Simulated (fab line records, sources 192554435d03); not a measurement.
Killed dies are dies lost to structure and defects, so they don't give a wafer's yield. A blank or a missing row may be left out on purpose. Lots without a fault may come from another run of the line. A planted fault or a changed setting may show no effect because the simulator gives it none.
fab line records | flow n5_finfet
record lots=7 wafers=39
route steps=1938 shown BEOL_M11@1539 BEOL_M14@1762 MIM_TOP_LITHO@1845
start_h: hours from the record's first day to the start of the lot's first wafer shown | wait_h: hours since the lot's step before | " the same as in the row above | L1.1+2: a row that stands for several wafers | - no value, or no start given | * or withheld: withheld | < > ~ a bound
route shown NAME@n: a module of which the file shows steps, and the number in the route of the first | usual: mean/standard deviation of fault-free wafers | same: alike in all rows | chamber/n: place in a boat | sites: the reading at each site | _std_site: their standard deviation | _edge_site: outer sites' mean less inner sites' | radius_mm: how far each site lies from the wafer's centre | mask NAME#n: copy n | behind: the tool/chamber that last shaped the wafer | hold: why the lot was held/for how many hours/how that ended | device: the transistor (n, p or np) that didn't switch | end of line: the same wafers' tests at the end of the route | a step without rows: its recipe alone | killed: dies lost to structure and defects at the first sort, not the wafer's yield | map: a wafer's dies, x killed, . not, _ none there
set.NAME: the setting as run; set.NAME@STEP: as run at that earlier step | model.NAME: the simulator's own value behind a step, which no gauge read
lots whose settings were changed on purpose; a table a step, a row a wafer
## steps
# step N5_BEOL_M11_PECVD_70
# recipe material=SiO2 target_thk_a=200 temp_c=400 precursor=TEOS/O2 pressure_torr=5.5 rf_w=450 teos_flow_sccm=53.8 gas=O2 flow_sccm=3000 time_s=22.7
# columns lot.wafer tool chamber start_h wait_h set.time_s model.SiO2_of_BEOL_M11_PECVD_70.thk_nm
L076.1 pecvd-04 1 216.54 0.0 16.43 14.4
L076.2 " 0 " " 22.7 20
L076.3 " 2 " " 22.7 19.8
L076.4 " 1 " " 16.43 14.6
L076.5 " 0 " " 16.43 15
L076.6 " 2 " " 22.7 20.2
L081.2 pecvd-03 2 255.08 0.0 22.7 20.4
L081.3 " 1 " " 22.7 20.2
L081.5 " 0 " " 22.7 20.8
L083.1 pecvd-02 2 262.48 0.0 16.85 15
L083.2 " 0 " " 16.85 14.8
L083.3 " 1 " " 22.7 19.8
L083.4 " 1 " " 16.85 15.2
L083.5 " 0 " " 22.7 20.2
L083.6 " 2 " " 22.7 20.4
L084.1+4 pecvd-02 0,1 264.64 0.0 22.7 20
L084.2+3 " 2,1 " " 13.47 12
L084.5 " 0 " " 13.47 12.6
L084.6 " 2 " " 22.7 20.6
L086.1+2+5 pecvd-03 0,2,2 282.40 0.0 22.7 20.2
L086.3+4 " 1 " " 22.7 20
L086.6 " 0 " " 22.7 20.4
L090.1 pecvd-04 1 297.93 0.0 22.7 19.8
L090.2+6 " 0 " " 10.14 9
L090.3 " 2 " " 22.7 19.6
L090.4 " 1 " " 22.7 20.2
L090.5 " 2 " " 10.14 9.2
L096.1 pecvd-04 2 343.41 0.0 30.08 26.2
L096.2+5 " 0,1 " " 22.7 20
L096.3 " 1 " " 30.08 26
L096.4 " 2 " " 30.08 26.6
L096.6 " 0 " " 22.7 20.2
# step N5_BEOL_M11_HM_DEP_02
# recipe material=TiN target_thk_a=200 temp_c=25 chamber_pressure_pa=0.49996
# step N5_BEOL_M11_COAT_59
# recipe resist=SOC temp_c=250 time_s=60 spin_rpm=1500 resist_thk_nm=100
# step N5_BEOL_M11_STRIP_77
# recipe chemistry=N2/H2 time_s=10 power_w=450 temp_c=40 pressure_mtorr=20 rf_frequency_hz=6e+07 bias_power_w=7 n2_flow_sccm=200 h2_flow_sccm=200
# step N5_BEOL_M11_HM_STRIP_39
# recipe chemistry=peroxide_tin_strip material=TiN target_depth_a=250 temp_c=50 time_s=158
# columns lot.wafer tool chamber start_h wait_h set.time_s@BEOL_M11_PECVD_70 model.SiO2_of_BEOL_M11_PECVD_70.thk_nm
L076.1 wet_bench-05 5 221.39 0.0 16.43 14.2
L076.2 " 2 " " 22.7 19.8
L076.3 " 3 " " 22.7 19.6
L076.4 " 7 " " 16.43 14.4
L076.5 " 4 " " 16.43 14.8
L076.6 " 6 " " 22.7 20
L081.2 wet_bench-05 2 259.66 0.0 22.7 20.2
L081.3 " 5 " " 22.7 20
L081.5 " 0 " " 22.7 20.6
L083.1+2 wet_bench-04 2,1 265.26 0.0 16.85 14.8
L083.3 " 5 " " 22.7 19.8
L083.4 " 6 " " 16.85 15
L083.5 " 0 " " 22.7 20
L083.6 " 7 " " 22.7 20.2
L084.1 wet_bench-01 7 267.54 0.0 22.7 19.8
L084.2+3 " 5,1 " " 13.47 12
L084.4 " 0 " " 22.7 20
L084.5 " 6 " " 13.47 12.4
L084.6 " 2 " " 22.7 20.4
L086.1+2 wet_bench-05 1,5 285.47 0.0 22.7 20
L086.3+4 " 0,4 " " 22.7 19.8
L086.5+6 " 2,3 " " 22.7 20.2
L090.1 wet_bench-05 0 300.90 0.0 22.7 19.6
L090.2+5+6 " 5,1,6 " " 10.14 9
L090.3 " 7 " " 22.7 19.4
L090.4 " 4 " " 22.7 20
L096.1 wet_bench-01 2 346.02 0.0 30.08 26
L096.2+5 " 4,3 " " 22.7 19.8
L096.3 " 5 " " 30.08 25.8
L096.4 " 1 " " 30.08 26.4
L096.6 " 6 " " 22.7 20
# step N5_BEOL_M11_SRD_40
# recipe time_s=30 temp_c=23 rinse_liquid=diw dry=ipa_marangoni
# step N5_BEOL_M11_PRECLEAN_42
# recipe chemistry=residue_remover time_s=60 temp_c=40
# step N5_BEOL_M11_ECD_50
# recipe material=Cu target_thk_a=3180
# step N5_BEOL_M11_ANNEAL_51
# recipe temp_c=225 time_s=90 ambient=N2
# step N5_BEOL_M11_CMP_52
# recipe stop_on=SiCOH_lowk t_overpolish_s=7 down_force_psi=1 platen_rpm=50 clearing_platen_down_force_psi=1.5 clearing_platen_rpm=50 post_cmp_clean=cu_alkaline target_thk_nm=140 clearing_platen_pad_velocity_m_s=0.99484 pad_velocity_m_s=0.99484
# usual barrier_field_endpoint_s=29.1/0.78
# columns lot.wafer tool chamber start_h wait_h set.time_s@BEOL_M11_PECVD_70 barrier_field_endpoint_s
L076.2 cmp-01 1 223.68 0.4 22.7 27.9
L076.1 " 2 " " 16.43 22.5
L076.3 " 3 " " 22.7 28.6
L076.4 " 0 " " 16.43 21.8
L076.6 " 1 " " 22.7 28.0
L076.5 " 2 " " 16.43 23.2
L081.2 cmp-02 3 261.65 0.2 22.7 30.6
L081.3 " 1 " " 22.7 29.1
L081.5 " 2 " " 22.7 30.5
L083.4 cmp-02 0 267.51 0.2 16.85 23.2
L083.3 " 1 " " 22.7 28.2
L083.2 " 2 " " 16.85 23.3
L083.1 " 3 " " 16.85 23.9
L083.6 " 0 " " 22.7 29.4
L083.5 " 1 " " 22.7 29.1
L084.4 cmp-03 2 270.99 0.1 22.7 29.2
L084.2 " 3 " " 13.47 19.0
L084.3 " 0 " " 13.47 19.3
L084.1 " 1 " " 22.7 29.1
L084.5 " 2 " " 13.47 20.6
L084.6 " 3 " " 22.7 29.4
L086.2 cmp-02 2 288.77 0.2 22.7 29.7
L086.4 " 3 " " 22.7 30.4
L086.3 " 0 " " 22.7 28.5
L086.1 " 1 " " 22.7 29.7
L086.6 " 2 " " 22.7 29.4
L086.5 " 3 " " 22.7 30.5
L090.3 cmp-01 0 303.66 0.2 22.7 27.6
L090.4 " 1 " " 22.7 29.0
L090.1 " 2 " " 22.7 29.2
L090.2 " 3 " " 10.14 15.8
L090.6 " 0 " " 10.14 15.4
L090.5 " 1 " " 10.14 15.2
L096.1 cmp-01 0 349.92 0.3 30.08 35.8
L096.2 " 1 " " 22.7 28.1
L096.3 " 2 " " 30.08 36.8
L096.4 " 3 " " 30.08 36.5
L096.6 " 0 " " 22.7 27.8
L096.5 " 1 " " 22.7 28.1
# step N5_BEOL_M14_SPUTTER_43
# recipe material=TaN target_thk_a=150 temp_c=50 bias_v=168.6 power_w=15000 chamber_pressure_pa=0.12 time_s=24.19
# columns lot.wafer tool chamber start_h wait_h set.target_thk_a model.TaN_of_BEOL_M14_SPUTTER_43.thk_nm
L076.1+2+3+4+5+6 pvd_sputter-01 - 237.55 0.0 150 15.2
L081.2+3+5 pvd_sputter-01 - 275.47 0.0 150 14.8
L083.1+5 pvd_sputter-02 - 280.78 0.0 72.3 7.2
L083.2+3 " - " " 150 14.8
L083.4 " - " " 150 15
L083.6 " - " " 72.3 7
L084.1 pvd_sputter-02 - 284.28 0.0 150 15
L084.2+6 " - " " 150 14.8
L084.3 " - " " 229.1 23
L084.4 " - " " 229.1 22.8
L084.5 " - " " 229.1 22.6
L086.1+6 pvd_sputter-03 - 303.73 0.0 175.8 17
L086.2+3 " - " " 150 14.6
L086.4 " - " " 150 14.8
L086.5 " - " " 175.8 17.2
L090.1+3+4 pvd_sputter-03 - 322.85 0.0 150 15
L090.2+5+6 " - " " 150 15.2
L096.1+4 pvd_sputter-03 - 365.57 0.0 63.36 6.4
L096.2 " - " " 63.36 6
L096.3 " - " " 150 14.8
L096.5 " - " " 150 15
L096.6 " - " " 150 14.6
# step N5_BEOL_M14_SPUTTER_44
# recipe material=Ta target_thk_a=150 temp_c=50 bias_v=80 power_w=15000 chamber_pressure_pa=0.07 time_s=24.19
# step N5_BEOL_M14_SPUTTER_45
# recipe material=Cu target_thk_a=1000 temp_c=-20 bias_v=60 power_w=26000 chamber_pressure_pa=0.13 time_s=16.67
# step N5_BEOL_M14_ECD_47
# recipe material=Cu target_thk_a=12480
# step N5_BEOL_M14_ANNEAL_48
# recipe temp_c=225 time_s=90 ambient=N2
# step N5_BEOL_M14_CMP_49
# recipe stop_on=SiO2 t_overpolish_s=5.2 down_force_psi=2 platen_rpm=80 clearing_platen_down_force_psi=2 clearing_platen_rpm=80 post_cmp_clean=cu_alkaline target_thk_nm=560 clearing_platen_pad_velocity_m_s=1.5917 pad_velocity_m_s=1.5917
# usual barrier_field_endpoint_s=11.26/0.27
# columns lot.wafer tool chamber start_h wait_h set.target_thk_a@BEOL_M14_SPUTTER_43 barrier_field_endpoint_s
L076.1 cmp-03 0 238.31 0.3 150 11.02
L076.3 " 1 " " 150 11.12
L076.4 " 2 " " 150 11.46
L076.2 " 3 " " 150 11.22
L076.6 " 0 " " 150 11.20
L076.5 " 1 " " 150 11.23
L081.3 cmp-04 3 276.24 0.2 150 10.96
L081.2 " 2 " " 150 10.86
L081.5 " 3 " " 150 11.16
L083.2 cmp-02 1 281.55 0.2 150 11.23
L083.3 " 2 " " 150 11.37
L083.1 " 3 " " 72.3 8.58
L083.4 " 0 " " 150 11.32
L083.5 " 1 " " 72.3 8.52
L083.6 " 2 " " 72.3 8.29
L084.2 cmp-04 3 285.04 0.2 150 11.16
L084.1 " 0 " " 150 11.22
L084.4 " 1 " " 229.1 14.06
L084.3 " 2 " " 229.1 14.20
L084.6 " 3 " " 150 10.84
L084.5 " 0 " " 229.1 14.12
L086.2 cmp-03 2 304.49 0.2 150 11.23
L086.3 " 3 " " 150 11.54
L086.1 " 0 " " 175.8 12.25
L086.4 " 1 " " 150 11.28
L086.5 " 2 " " 175.8 12.63
L086.6 " 3 " " 175.8 12.36
L090.1 cmp-02 1 323.67 0.3 150 11.18
L090.4 " 2 " " 150 11.28
L090.3 " 3 " " 150 11.39
L090.2 " 0 " " 150 11.29
L090.5 " 1 " " 150 11.24
L090.6 " 2 " " 150 11.50
L096.4 cmp-04 3 366.56 0.1 63.36 7.65
L096.2 " 0 " " 63.36 7.57
L096.3 " 1 " " 150 11.00
L096.1 " 2 " " 63.36 7.61
L096.5 " 3 " " 150 10.57
L096.6 " 0 " " 150 10.59
# step N5_MIM_TOP_LITHO_DEVELOP_07
# recipe develop_time_s=60 rinse_liquid=diw dry=air_spin dev_temp_c=21
# columns lot.wafer tool chamber start_h wait_h set.develop_time_s
L076.1+4+6 litho_track-05 0 - - 29.92
L076.2+3+5 " 0 " " 60
L081.2+3+5 litho_track-05 0 - - 60
L083.1+3+5 litho_track-01 0 - - 60
L083.2+4+6 " 0 " " 31.18
L084.1+4+5 litho_track-05 0 - - 60
L084.2+3+6 " 0 " " 40.87
L086.1+2+6 litho_track-04 0 - - 60
L086.3+4+5 " 0 " " 25.12
L090.1+3+6 litho_track-01 0 - - 60
L090.2+4+5 " 0 " " 48.93
L096.1+3+5 litho_track-01 0 - - 60
L096.2+4+6 " 0 " " 95.32
# step N5_MIM_TOP_LITHO_HARDBAKE_09
# recipe temp_c=130 time_s=120
# step N5_MIM_TOP_LITHO_CD_MEAS_08
# recipe target_cd_nm=2000 landing_energy_ev=500 detector=se_inlens
# usual cd_nm=2000.0/1.9
# columns lot.wafer tool chamber start_h wait_h set.develop_time_s@MIM_TOP_LITHO_DEVELOP_07 cd_nm
L076.1 cd_sem-03 0 246.56 - 29.92 2014.1
L076.2 " 0 " " 60 2000.8
L076.3 " 0 " " 60 1999.4
L076.4 " 0 " " 29.92 2016.3
L076.5 " 0 " " 60 1998.1
L076.6 " 0 " " 29.92 2012.9
L081.2 cd_sem-01 0 286.60 - 60 1998.2
L081.3 " 0 " " 60 2000.0
L081.5 " 0 " " 60 1998.9
L083.1 cd_sem-02 0 291.51 - 60 1995.7
L083.2 " 0 " " 31.18 2009.0
L083.3 " 0 " " 60 1998.5
L083.4 " 0 " " 31.18 2008.4
L083.5 " 0 " " 60 1996.2
L083.6 " 0 " " 31.18 2007.6
L084.1 cd_sem-01 0 294.12 - 60 2001.5
L084.2 " 0 " " 40.87 2009.3
L084.3 " 0 " " 40.87 2010.0
L084.4 " 0 " " 60 2000.7
L084.5 " 0 " " 60 2003.8
L084.6 " 0 " " 40.87 2007.6
L086.1 cd_sem-01 0 314.78 - 60 2001.9
L086.2 " 0 " " 60 2001.2
L086.3 " 0 " " 25.12 2019.6
L086.4 " 0 " " 25.12 2015.5
L086.5 " 0 " " 25.12 2019.2
L086.6 " 0 " " 60 2000.3
L090.1 cd_sem-03 0 332.49 - 60 1998.5
L090.2 " 0 " " 48.93 2003.2
L090.3 " 0 " " 60 1998.0
L090.4 " 0 " " 48.93 2000.3
L090.5 " 0 " " 48.93 2004.2
L090.6 " 0 " " 60 2002.1
L096.1 cd_sem-03 0 377.87 - 60 1997.4
L096.2 " 0 " " 95.32 1989.9
L096.3 " 0 " " 60 1997.5
L096.4 " 0 " " 95.32 1989.7
L096.5 " 0 " " 60 1996.4
L096.6 " 0 " " 95.32 1992.2
# step N5_MIM_TOP_LITHO_DESCUM_10
# recipe chemistry=O2 time_s=7.9 source_power_w=50 bias_power_w=20 pressure_mtorr=20 rf_frequency_hz=2.712e+07 temp_c=40 o2_flow_sccm=225
# columns lot.wafer tool chamber start_h wait_h set.develop_time_s@MIM_TOP_LITHO_DEVELOP_07 model.MIM_TOP_LITHO.cd_nm
L076.1 rie_diel-02 0 246.69 0.1 29.92 2014
L076.2 " 2 " " 60 2000
L076.3 " 3 " " 60 1999
L076.4 " 1 " " 29.92 2016
L076.5 " 3 " " 60 1998
L076.6 " 2 " " 29.92 2013
L081.2 rie_diel-06 3 286.76 0.1 60 1998
L081.3 " 0 " " 60 2000
L081.5 " 3 " " 60 1999
L083.1+5 rie_diel-04 0,3 291.59 0.0 60 1996
L083.2 " 2 " " 31.18 2009
L083.3 " 1 " " 60 1998
L083.4+6 " 3,2 " " 31.18 2008
L084.1 rie_diel-06 1 294.60 0.4 60 2002
L084.2 " 0 " " 40.87 2009
L084.3 " 2 " " 40.87 2010
L084.4 " 3 " " 60 2001
L084.5 " 2 " " 60 2004
L084.6 " 3 " " 40.87 2008
L086.1 rie_diel-06 2 315.06 0.2 60 2002
L086.2 " 0 " " 60 2001
L086.3+5 " 3,2 " " 25.12 2019
L086.4 " 1 " " 25.12 2015
L086.6 " 3 " " 60 2000
L090.1 rie_diel-06 0 332.58 0.0 60 1999
L090.2 " 3 " " 48.93 2003
L090.3 " 1 " " 60 1998
L090.4 " 2 " " 48.93 2000
L090.5 " 0 " " 48.93 2004
L090.6 " 3 " " 60 2002
L096.1+3 rie_diel-06 1,0 377.96 0.0 60 1997
L096.2+4 " 2,3 " " 95.32 1990
L096.5 " 2 " " 60 1996
L096.6 " 3 " " 95.32 1992
## key
split step=N5_BEOL_M11_PECVD_70 setting=time_s stated=22.7 by=wafer
response step=N5_BEOL_M11_PECVD_70 reading=model.SiO2_of_BEOL_M11_PECVD_70.thk_nm change=+0.195 per=1% r=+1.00
response step=N5_BEOL_M11_HM_STRIP_39 reading=model.SiO2_of_BEOL_M11_PECVD_70.thk_nm change=+0.194 per=1% r=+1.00
response step=N5_BEOL_M11_CMP_52 reading=barrier_field_endpoint_s change=+0.234 per=1% r=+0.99
split step=N5_BEOL_M14_SPUTTER_43 setting=target_thk_a stated=150 by=wafer
response step=N5_BEOL_M14_SPUTTER_43 reading=model.TaN_of_BEOL_M14_SPUTTER_43.thk_nm change=+0.149 per=1% r=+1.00
response step=N5_BEOL_M14_CMP_49 reading=barrier_field_endpoint_s change=+0.0557 per=1% r=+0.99
split step=N5_MIM_TOP_LITHO_DEVELOP_07 setting=develop_time_s stated=60 by=wafer
response step=N5_MIM_TOP_LITHO_CD_MEAS_08 reading=cd_nm change=-0.227 per=1% r=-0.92
response step=N5_MIM_TOP_LITHO_DESCUM_10 reading=model.MIM_TOP_LITHO.cd_nm change=-0.226 per=1% r=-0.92
